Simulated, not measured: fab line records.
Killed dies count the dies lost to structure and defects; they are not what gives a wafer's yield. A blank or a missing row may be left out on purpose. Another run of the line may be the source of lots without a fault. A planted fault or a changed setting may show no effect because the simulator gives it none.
Chamber matching + flow n5Finfet + N5_BEOL_M2_PRE_CLEAN_60 on cvdCo-01 has 3 sister chambers
The step time 15 s. 6 wafers are shown with their chamber, then 12 later ones without.

EACH WAFER AND ITS CHAMBER
| wafer  | chamber | heaterPowerW (W) |
|--------|---------|------------------|
| L078.1 | 2       | 89               |
| L083.1 | 1       | 90               |
| L083.6 | 1       | 89               |
| L088.3 | 0       | 94               |
| L088.5 | 2       | 89               |
| L088.6 | 0       | 98               |

WAFERS WITH NO CHAMBER GIVEN
| wafer  | heaterPowerW (W) |
|--------|------------------|
| L090.2 | 90               |
| L090.4 | 87               |
| L090.5 | 90               |
| L091.1 | 93               |
| L091.3 | 89               |
| L091.4 | 93               |
| L093.3 | 95               |
| L093.5 | 93               |
| L093.6 | 89               |
| L096.1 | 98               |
| L096.3 | 90               |
| L096.6 | 91               |

THE CHAMBER EACH PASSED THROUGH
| wafer  | from the rows above          | in truth |
|--------|------------------------------|----------|
| L090.2 | can't be placed: 1 or 2      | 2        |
| L090.4 | can't be placed: 2 or 1      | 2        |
| L090.5 | can't be placed: 1 or 2      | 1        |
| L091.1 | can't be placed: 0 or 1 or 2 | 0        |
| L091.3 | can't be placed: 2 or 1      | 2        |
| L091.4 | can't be placed: 0 or 1 or 2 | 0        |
| L093.3 | 0                            | 0        |
| L093.5 | can't be placed: 0 or 1 or 2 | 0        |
| L093.6 | can't be placed: 2 or 1      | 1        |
| L096.1 | 0                            | 0        |
| L096.3 | can't be placed: 1 or 2      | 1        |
| L096.6 | can't be placed: 1 or 2      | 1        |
Correct placement for 2 of the 12. Unplaceable from these rows: 10, with the true chamber sitting among the candidates in 10. Wrongly placed: 0.
How it was worked out, from the rows above alone: a wafer's distance from a chamber is the root of the sum, over the readings, of the square of ((its reading less the chamber's mean) divided by the reading's scatter). If the next closest chamber is less than 2 further off than the closest, the wafer can't be placed; otherwise it belongs to the closest. For every chamber, the mean is computed from those of its wafers that are shown. The scatter: the root of (the sum of the squares of (reading less its chamber's mean) over the shown wafers, divided by (wafers less chambers)).
